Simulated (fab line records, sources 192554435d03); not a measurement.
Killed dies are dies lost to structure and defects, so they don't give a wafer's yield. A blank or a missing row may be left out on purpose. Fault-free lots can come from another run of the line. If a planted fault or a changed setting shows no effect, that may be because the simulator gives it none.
Chamber matching + flow n5Finfet + N5_DUMMY_GATE_ALD_02 on aldSin-01 has 4 sister chambers
The step deposits SiO2, target thk 2 nm, pulse time 1 s. 8 wafers are shown with their chamber, then 11 later ones without.

== WAFERS WITH THEIR CHAMBER ==
| wafer  | chamber | heaterPowerW (W) | precursorPulseHeightRel |
|--------|---------|------------------|-------------------------|
| L084.5 | 0       | 479              | 1.010                   |
| L084.6 | 1       | 477              | 0.975                   |
| L086.1 | 0       | 461              | 1.017                   |
| L086.4 | 2       | 411              | 1.002                   |
| L088.1 | 1       | 480              | 0.985                   |
| L088.2 | 2       | 397              | 1.029                   |
| L088.6 | 3       | 499              | 1.002                   |
| L089.1 | 3       | 491              | 0.998                   |

== WAFERS WITHOUT THEIR CHAMBER ==
| wafer  | heaterPowerW (W) | precursorPulseHeightRel |
|--------|------------------|-------------------------|
| L089.3 | 485              | 0.973                   |
| L089.5 | 410              | 1.018                   |
| L091.1 | 486              | 0.994                   |
| L091.3 | 470              | 1.013                   |
| L091.5 | 493              | 0.956                   |
| L092.1 | 474              | 1.018                   |
| L092.2 | 464              | 0.991                   |
| L092.6 | 452              | 1.020                   |
| L093.1 | 486              | 1.010                   |
| L093.3 | 472              | 1.030                   |
| L093.4 | 475              | 0.986                   |

== WHICH CHAMBER EACH WENT THROUGH ==
| wafer  | from the rows above          | in truth                   |
|--------|------------------------------|----------------------------|
| L089.3 | can't be placed: 1 or 3      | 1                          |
| L089.5 | 2                            | 2                          |
| L091.1 | can't be placed: 3 or 1 or 0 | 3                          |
| L091.3 | 0                            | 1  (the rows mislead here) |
| L091.5 | can't be placed: 1 or 3      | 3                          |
| L092.1 | 0                            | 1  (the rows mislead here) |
| L092.2 | can't be placed: 1 or 0 or 3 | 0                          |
| L092.6 | 0                            | 0                          |
| L093.1 | can't be placed: 3 or 0 or 1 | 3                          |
| L093.3 | 0                            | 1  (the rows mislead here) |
| L093.4 | can't be placed: 1 or 0 or 3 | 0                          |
Correctly placed: 2 of 11. Can't be placed from these rows: 6 (the true chamber is among the candidates in 6). Number placed wrongly: 3.
How it was worked out, from the rows above alone: a wafer's distance from a chamber is the root of the sum, over the readings, of the square of ((its reading less the chamber's mean) divided by the reading's scatter). If the next closest chamber is less than 2 further off than the closest, the wafer can't be placed; otherwise it belongs to the closest. A chamber's mean is the mean of its shown wafers. The scatter is the square root of a quotient: the sum, over the shown wafers, of each reading's squared deviation from its chamber's mean, divided by wafers minus chambers.
